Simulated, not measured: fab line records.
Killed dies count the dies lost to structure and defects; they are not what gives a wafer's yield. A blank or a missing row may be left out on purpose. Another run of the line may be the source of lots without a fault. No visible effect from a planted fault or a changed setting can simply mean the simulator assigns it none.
Which of the tools did it?	flow n5-finfet	Sampling: 20 lots, 60 wafers, 6 of 1938 route steps

## WHAT THE GAUGES READ, wafer by wafer
The record holds no reading of a measuring or inspecting step that can be judged against a usual standard deviation.

## WHAT TOOL EACH LOT RAN ON (gives the tool, then ch and the chambers of the sampled wafers, and finally the start)
lot	N5_SDB_CMP_30	N5_HKMG_FIN_ETCH_55	N5_HKMG_FIN_DESCUM_17	N5_HKMG_FIN_ETCH_35	N5_HKMG_FIN_STRIP_92	N5_HKMG_FIN_ETCH_86
L075	cmp-04 ch 0,2, day 4 07:38	rie-diel-05 ch 0,1,2, day 4 10:37	rie-diel-05 ch 0,2, day 4 14:08	rie-diel-05 ch 0,2, day 4 14:26	rie-diel-05 ch 0,2, day 4 14:35	rie-diel-04 ch 1,2, day 4 15:28
L078	cmp-03 ch 0,1,2, day 4 21:26	rie-diel-02 ch 0,1, day 4 23:36	rie-diel-04 ch 0,3, day 5 02:53	rie-diel-04 ch 0,3, day 5 03:11	rie-diel-04 ch 0,3, day 5 03:20	rie-diel-05 ch 0,1,2, day 5 04:13
L079	cmp-04 ch 0,2,3, day 5 04:31	rie-diel-02 ch 0,1,3, day 5 06:40	rie-diel-05 ch 0,1,2, day 5 09:56	rie-diel-05 ch 0,1,2, day 5 10:14	rie-diel-05 ch 0,1,2, day 5 10:23	rie-diel-02 ch 0,1,2, day 5 11:16
L080	cmp-03 ch 0,1,3, day 5 09:33	rie-diel-02 ch 1,2, day 5 11:34	rie-diel-05 ch 0,2, day 5 14:52	rie-diel-05 ch 0,2, day 5 15:10	rie-diel-05 ch 0,2, day 5 15:19	rie-diel-05 ch 0,2, day 5 16:12
L081	cmp-04 ch 0,2,3, day 5 15:16	rie-diel-02 ch 0,2,3, day 5 17:30	rie-diel-05 ch 1,2, day 5 21:04	rie-diel-05 ch 1,2, day 5 21:22	rie-diel-05 ch 1,2, day 5 21:31	rie-diel-04 ch 1,2,3, day 5 22:34
L082	cmp-03 ch 0,1, day 6 00:28	rie-diel-05 ch 1,2, day 6 02:49	rie-diel-05 ch 2,3, day 6 06:07	rie-diel-05 ch 2,3, day 6 06:25	rie-diel-05 ch 2,3, day 6 06:34	rie-diel-04 ch 0,1, day 6 07:28
L083	cmp-02 ch 0,1,2, day 6 08:45	rie-diel-04 ch 0,2,3, day 6 10:55	rie-diel-02 ch 0,1,3, day 6 14:26	rie-diel-02 ch 0,1,3, day 6 14:44	rie-diel-02 ch 0,1,3, day 6 14:53	rie-diel-05 ch 1,2, day 6 15:53
L084	cmp-02 ch 0,1, day 6 11:16	rie-diel-05 ch 1,2,3, day 6 13:23	rie-diel-02 ch 0,3, day 6 16:34	rie-diel-02 ch 0,3, day 6 16:52	rie-diel-02 ch 0,3, day 6 17:01	rie-diel-02 ch 2,3, day 6 17:53
L085	cmp-04 ch 1,2, day 6 17:52	rie-diel-02 ch 0,1,3, day 6 20:06	rie-diel-05 ch 0,2,3, day 6 23:28	rie-diel-05 ch 0,2,3, day 6 23:46	rie-diel-05 ch 0,2,3, day 6 23:55	rie-diel-05 ch 0,1,3, day 7 00:54
L086	cmp-04 ch 1,2, day 6 23:47	rie-diel-05 ch 0,1,3, day 7 01:45	rie-diel-04 ch 1,2, day 7 05:05	rie-diel-04 ch 1,2, day 7 05:23	rie-diel-04 ch 1,2, day 7 05:32	rie-diel-05 ch 1,2, day 7 06:24
L087	cmp-03 ch 1,2,3, day 7 05:02	rie-diel-05 ch 0,3, day 7 07:13	rie-diel-05 ch 0,1,2, day 7 10:55	rie-diel-05 ch 0,1,2, day 7 11:13	rie-diel-05 ch 0,1,2, day 7 11:22	rie-diel-04 ch 0,3, day 7 12:25
L088	cmp-03 ch 0,2,3, day 7 10:00	rie-diel-02 ch 2,3, day 7 11:59	rie-diel-02 ch 0,1,3, day 7 15:17	rie-diel-02 ch 0,1,3, day 7 15:35	rie-diel-02 ch 0,1,3, day 7 15:44	rie-diel-02 ch 0,1,3, day 7 16:36
L089	cmp-04 ch 0,1,2, day 7 15:46	rie-diel-04 ch 1,2,3, day 7 18:23	rie-diel-05 ch 0,2,3, day 7 21:41	rie-diel-05 ch 0,2,3, day 7 21:59	rie-diel-05 ch 0,2,3, day 7 22:08	rie-diel-05 ch 0,2,3, day 7 23:07
L090	cmp-03 ch 2,3, day 7 21:14	rie-diel-04 ch 1,2, day 8 00:13	rie-diel-02 ch 0,1, day 8 03:25	rie-diel-02 ch 0,1, day 8 03:43	rie-diel-02 ch 0,1, day 8 03:52	rie-diel-05 ch 0,2, day 8 04:50
L092	cmp-04 ch 0,1,2, day 8 09:59	rie-diel-02 ch 0,2, day 8 12:26	rie-diel-02 ch 1,2, day 8 15:56	rie-diel-02 ch 1,2, day 8 16:14	rie-diel-02 ch 1,2, day 8 16:23	rie-diel-04 ch 1,2, day 8 17:16
L093	cmp-04 ch 2,3, day 8 14:29	rie-diel-04 ch 1,2,3, day 8 16:31	rie-diel-02 ch 0,2, day 8 19:43	rie-diel-02 ch 0,2, day 8 20:01	rie-diel-02 ch 0,2, day 8 20:10	rie-diel-04 ch 2,3, day 8 21:04
L094	cmp-04 ch 2,3, day 8 21:23	rie-diel-04 ch 0,2,3, day 8 23:28	rie-diel-04 ch 1,2,3, day 9 02:42	rie-diel-04 ch 1,2,3, day 9 03:00	rie-diel-04 ch 1,2,3, day 9 03:09	rie-diel-04 ch 0,1,3, day 9 04:09
L095	cmp-03 ch 0,1,2, day 9 04:52	rie-diel-04 ch 2,3, day 9 06:56	rie-diel-02 ch 2,3, day 9 10:20	rie-diel-02 ch 2,3, day 9 10:38	rie-diel-02 ch 2,3, day 9 10:47	rie-diel-04 ch 0,3, day 9 11:40
L096	cmp-04 ch 0,3, day 9 11:38	rie-diel-05 ch 0,1,3, day 9 13:40	rie-diel-04 ch 0,2,3, day 9 16:58	rie-diel-04 ch 0,2,3, day 9 17:16	rie-diel-04 ch 0,2,3, day 9 17:25	rie-diel-05 ch 0,1, day 9 18:23
L097	cmp-04 ch 0,3, day 9 21:08	rie-diel-05 ch 1,3, day 9 23:20	rie-diel-05 ch 0,3, day 10 02:36	rie-diel-05 ch 0,3, day 10 02:54	rie-diel-05 ch 0,3, day 10 03:03	rie-diel-02 ch 0,3, day 10 03:59
- N5_SDB_CMP_30: polishes, stops on poly-Si, t overpolish 1.54 s, target thk 30 nm.
- N5_HKMG_FIN_ETCH_55: etches SOC in N2/H2, target depth 240 nm, time 300 s.
- N5_HKMG_FIN_DESCUM_17: chemistry O2, time 7.9 s.
- N5_HKMG_FIN_ETCH_35: etches SOC in N2/H2, target depth 215.8 nm, time 243.4 s.
- N5_HKMG_FIN_STRIP_92: strips SOC in N2/H2, time 20 s.
- N5_HKMG_FIN_ETCH_86: etches SOC in N2/H2, stops on TiN, target depth 393.2 nm.

## AS READ BY THE TOOLS THEMSELVES (means over the sampled wafers that have a number; for cases with no such wafer, the mark the record gives instead)
N5_SDB_CMP_30. Usual: head-pressure-psi 4.150 psi, standard deviation 0.0093; motor-current-A 12.8 A, standard deviation 1.1; overpolish-run-s 1.539 s, standard deviation 0.0082; time-to-endpoint-s 17.5 s, standard deviation 2.1.
lot	tool	head-pressure-psi (psi)	motor-current-A (A)	overpolish-run-s (s)	time-to-endpoint-s (s)	flag
L075	cmp-04	4.147	12.3	1.534	16.5	
L078	cmp-03	4.151	12.2	1.547	19.2	
L079	cmp-04	4.143	12.6	1.542	17.3	
L080	cmp-03	4.151	12.8	1.538	20.9	
L081	cmp-04	4.143	12.8	1.549	17.2	
L082	cmp-03	4.143	12.1	1.543	18.9	
L083	cmp-02	4.158	13.2	1.537	17.3	
L084	cmp-02	4.150	12.4	1.539	18.6	
L085	cmp-04	4.144	12.8	1.545	16.9	
L086	cmp-04	4.145	12.9	1.537	15.2	
L087	cmp-03	4.146	12.3	1.542	16.7	
L088	cmp-03	4.153	11.7	1.531	20.4	
L089	cmp-04	4.150	13.2	1.540	15.6	
L090	cmp-03	4.150	12.9	1.534	18.9	
L092	cmp-04	4.151	12.8	1.538	19.5	
L093	cmp-04	4.162	12.6	1.543	14.2	
L094	cmp-04	4.147	13.5	1.542	16.3	
L095	cmp-03	4.145	12.3	1.536	18.7	
L096	cmp-04	4.154	12.5	1.545	15.3	
L097	cmp-04	4.160	12.9	1.536	17.9	

N5_HKMG_FIN_ETCH_55. Usual: drypump-motor-current-A 5.7 A, standard deviation 0.42; oes-product-au 0.78 a.u., standard deviation 0.097; rf-vpp-V 524.1 V, standard deviation 2.8; showerhead-plenum-p-Torr 2.56 Torr, standard deviation 0.098; throttle-valve-pct 17.95 %, standard deviation 0.14.
lot	tool	drypump-motor-current-A (A)	oes-product-au (a.u.)	rf-vpp-V (V)	showerhead-plenum-p-Torr (Torr)	throttle-valve-pct (%)	flag
L075	rie-diel-05	5.8	0.70	524.9	2.56	18.15	
L078	rie-diel-02	5.7	0.75	522.4	2.51	17.74	
L079	rie-diel-02	5.7	0.76	522.9	2.51	17.83	
L080	rie-diel-02	5.6	0.81	527.1	2.68	17.91	
L081	rie-diel-02	5.6	0.78	523.4	2.52	17.90	
L082	rie-diel-05	5.6	0.70	523.5	2.55	18.12	
L083	rie-diel-04	5.5	0.71	523.4	2.51	18.01	
L084	rie-diel-05	5.9	0.70	524.4	2.55	18.06	
L085	rie-diel-02	5.6	0.75	523.0	2.51	17.85	
L086	rie-diel-05	6.1	0.79	522.5	2.55	17.97	
L087	rie-diel-05	6.4	0.88	526.4	2.62	17.88	
L088	rie-diel-02	5.7	0.80	524.8	2.60	18.00	
L089	rie-diel-04	5.3	0.77	524.4	2.54	17.97	
L090	rie-diel-04	5.3	0.77	522.7	2.50	17.88	
L092	rie-diel-02	5.6	0.75	521.9	2.51	17.84	
L093	rie-diel-04	5.3	0.76	522.8	2.53	18.00	
L094	rie-diel-04	5.5	0.79	525.2	2.61	17.91	
L095	rie-diel-04	5.1	0.69	524.8	2.57	18.07	
L096	rie-diel-05	6.1	0.85	526.7	2.65	17.87	
L097	rie-diel-05	5.8	0.85	527.9	2.69	17.80	

N5_HKMG_FIN_DESCUM_17. Usual: drypump-motor-current-A 5.8 A, standard deviation 0.4; oes-product-au 0.76 a.u., standard deviation 0.082; rf-vpp-V 243.4 V, standard deviation 1.4; showerhead-plenum-p-Torr 2.11 Torr, standard deviation 0.085; throttle-valve-pct 20.52 %, standard deviation 0.14.
lot	tool	drypump-motor-current-A (A)	oes-product-au (a.u.)	rf-vpp-V (V)	showerhead-plenum-p-Torr (Torr)	throttle-valve-pct (%)	flag
L075	rie-diel-05	6.1	0.69	243.7	2.15	20.72	
L078	rie-diel-04	5.5	0.72	243.7	2.11	20.59	
L079	rie-diel-05	5.8	0.70	243.5	2.09	20.66	
L080	rie-diel-05	6.1	0.69	244.5	2.15	20.73	
L081	rie-diel-05	5.5	0.69	242.1	2.04	20.58	
L082	rie-diel-05	6.3	0.72	244.6	2.17	20.63	
L083	rie-diel-02	5.7	0.75	242.3	2.07	20.46	
L084	rie-diel-02	5.6	0.77	242.5	2.01	20.51	
L085	rie-diel-05	6.2	0.80	244.1	2.16	20.56	
L086	rie-diel-04	5.4	0.85	243.2	2.05	20.51	
L087	rie-diel-05	5.8	0.77	243.5	2.09	20.55	
L088	rie-diel-02	5.7	0.75	243.1	2.06	20.46	
L089	rie-diel-05	6.2	0.78	243.2	2.15	20.58	
L090	rie-diel-02	5.7	0.73	243.7	2.12	20.41	
L092	rie-diel-02	5.7	0.76	244.6	2.18	20.45	
L093	rie-diel-02	5.6	0.74	243.0	2.06	20.43	
L094	rie-diel-04	5.2	0.76	243.4	2.08	20.58	
L095	rie-diel-02	5.7	0.78	243.0	2.13	20.55	
L096	rie-diel-04	5.5	0.78	243.7	2.15	20.47	
L097	rie-diel-05	6.4	0.82	244.6	2.14	20.46	

N5_HKMG_FIN_ETCH_35. Usual: drypump-motor-current-A 5.8 A, standard deviation 0.41; oes-product-au 0.76 a.u., standard deviation 0.081; rf-vpp-V 141.6 V, standard deviation 1.1; showerhead-plenum-p-Torr 2.57 Torr, standard deviation 0.1; throttle-valve-pct 17.97 %, standard deviation 0.15.
lot	tool	drypump-motor-current-A (A)	oes-product-au (a.u.)	rf-vpp-V (V)	showerhead-plenum-p-Torr (Torr)	throttle-valve-pct (%)	flag
L075	rie-diel-05	6.1	0.70	142.0	2.62	18.23	
L078	rie-diel-04	5.4	0.71	141.5	2.55	18.08	
L079	rie-diel-05	5.8	0.69	140.8	2.56	18.17	
L080	rie-diel-05	6.1	0.70	141.4	2.62	18.24	
L081	rie-diel-05	5.5	0.69	141.5	2.49	18.13	
L082	rie-diel-05	6.3	0.72	142.3	2.63	17.98	
L083	rie-diel-02	5.7	0.75	141.7	2.51	17.85	
L084	rie-diel-02	5.6	0.76	140.7	2.44	17.92	
L085	rie-diel-05	6.2	0.81	142.2	2.62	17.97	
L086	rie-diel-04	5.4	0.85	140.8	2.50	17.92	
L087	rie-diel-05	5.8	0.77	141.4	2.55	18.05	
L088	rie-diel-02	5.7	0.75	141.0	2.50	17.85	
L089	rie-diel-05	6.2	0.78	141.9	2.62	17.99	
L090	rie-diel-02	5.7	0.73	141.1	2.57	17.81	
L092	rie-diel-02	5.8	0.77	142.2	2.65	17.92	
L093	rie-diel-02	5.6	0.74	140.7	2.51	17.86	
L094	rie-diel-04	5.3	0.76	141.5	2.53	18.00	
L095	rie-diel-02	5.6	0.78	141.4	2.60	18.05	
L096	rie-diel-04	5.5	0.78	142.9	2.61	17.92	
L097	rie-diel-05	6.4	0.83	142.1	2.61	17.93	

N5_HKMG_FIN_STRIP_92. Usual: drypump-motor-current-A 5.8 A, standard deviation 0.41; oes-product-au 0.76 a.u., standard deviation 0.081; rf-vpp-V 54.4 V, standard deviation 0.91; showerhead-plenum-p-Torr 3.39 Torr, standard deviation 0.13; throttle-valve-pct 19.19 %, standard deviation 0.28.
lot	tool	drypump-motor-current-A (A)	oes-product-au (a.u.)	rf-vpp-V (V)	showerhead-plenum-p-Torr (Torr)	throttle-valve-pct (%)	flag
L075	rie-diel-05	6.1	0.71	54.3	3.46	19.47	
L078	rie-diel-04	5.5	0.71	54.3	3.37	19.53	
L079	rie-diel-05	5.8	0.70	54.0	3.37	19.49	
L080	rie-diel-05	6.1	0.69	53.7	3.45	19.50	
L081	rie-diel-05	5.5	0.68	54.2	3.29	19.48	
L082	rie-diel-05	6.3	0.72	55.2	3.47	19.06	
L083	rie-diel-02	5.7	0.76	54.5	3.31	18.97	
L084	rie-diel-02	5.6	0.76	54.4	3.23	19.03	
L085	rie-diel-05	6.2	0.80	54.1	3.46	19.15	
L086	rie-diel-04	5.4	0.84	53.2	3.30	19.02	
L087	rie-diel-05	5.8	0.77	54.1	3.36	19.38	
L088	rie-diel-02	5.7	0.74	53.8	3.31	18.99	
L089	rie-diel-05	6.2	0.78	55.3	3.46	19.17	
L090	rie-diel-02	5.7	0.74	53.7	3.40	18.93	
L092	rie-diel-02	5.8	0.76	54.8	3.50	19.14	
L093	rie-diel-02	5.6	0.74	54.6	3.32	18.99	
L094	rie-diel-04	5.3	0.76	53.4	3.34	19.24	
L095	rie-diel-02	5.7	0.78	54.5	3.43	19.35	
L096	rie-diel-04	5.5	0.78	54.6	3.44	19.16	
L097	rie-diel-05	6.4	0.82	54.1	3.44	19.23	

N5_HKMG_FIN_ETCH_86. Usual: drypump-motor-current-A 5.8 A, standard deviation 0.45; oes-product-au 0.76 a.u., standard deviation 0.095; rf-vpp-V 240.9 V, standard deviation 1.6; showerhead-plenum-p-Torr 2.56 Torr, standard deviation 0.1; throttle-valve-pct 17.94 %, standard deviation 0.16.
lot	tool	drypump-motor-current-A (A)	oes-product-au (a.u.)	rf-vpp-V (V)	showerhead-plenum-p-Torr (Torr)	throttle-valve-pct (%)	flag
L075	rie-diel-04	5.3	0.80	240.1	2.51	17.80	
L078	rie-diel-05	5.8	0.69	241.6	2.56	18.14	
L079	rie-diel-02	5.7	0.77	242.0	2.59	17.81	
L080	rie-diel-05	6.1	0.69	242.8	2.62	18.21	
L081	rie-diel-04	5.3	0.79	240.5	2.54	17.93	
L082	rie-diel-04	6.0	0.76	239.2	2.44	18.01	
L083	rie-diel-05	5.7	0.69	240.5	2.55	18.12	
L084	rie-diel-02	5.7	0.79	240.8	2.53	17.97	
L085	rie-diel-05	6.1	0.78	241.2	2.55	17.94	
L086	rie-diel-05	5.5	0.68	239.8	2.48	18.12	
L087	rie-diel-04	5.4	0.69	239.7	2.54	18.08	
L088	rie-diel-02	5.7	0.74	239.9	2.51	17.84	
L089	rie-diel-05	6.2	0.78	241.3	2.62	17.96	
L090	rie-diel-05	6.1	0.84	241.1	2.61	17.94	
L092	rie-diel-04	5.3	0.76	239.8	2.49	17.87	
L093	rie-diel-04	5.1	0.69	241.3	2.57	18.03	
L094	rie-diel-04	5.6	0.83	241.9	2.60	17.92	
L095	rie-diel-04	5.8	0.85	242.2	2.68	17.83	
L096	rie-diel-05	5.7	0.91	242.5	2.69	17.76	
L097	rie-diel-02	5.6	0.73	238.8	2.43	17.93	

## THE ANSWER, worked out from the rows above alone
Rule: a lot counts as off when the mean over its wafers that have a number is more than 3 standard deviations away from the usual mean. Also off: a lot with no number at a reading for which 4 or more lots have one. The other lots that the step has rows for count as sound. After the gauges, taken in route order, come the tools' own readings; for these a lot's mean is taken, as printed above. The first step at which some lot is off is used, and at that step the reading that is off furthest; a lot without a number counts as furthest.
No lot is off at any reading shown: from this, nothing can be told.

## WHAT WAS PUT IN BY THE SIMULATOR
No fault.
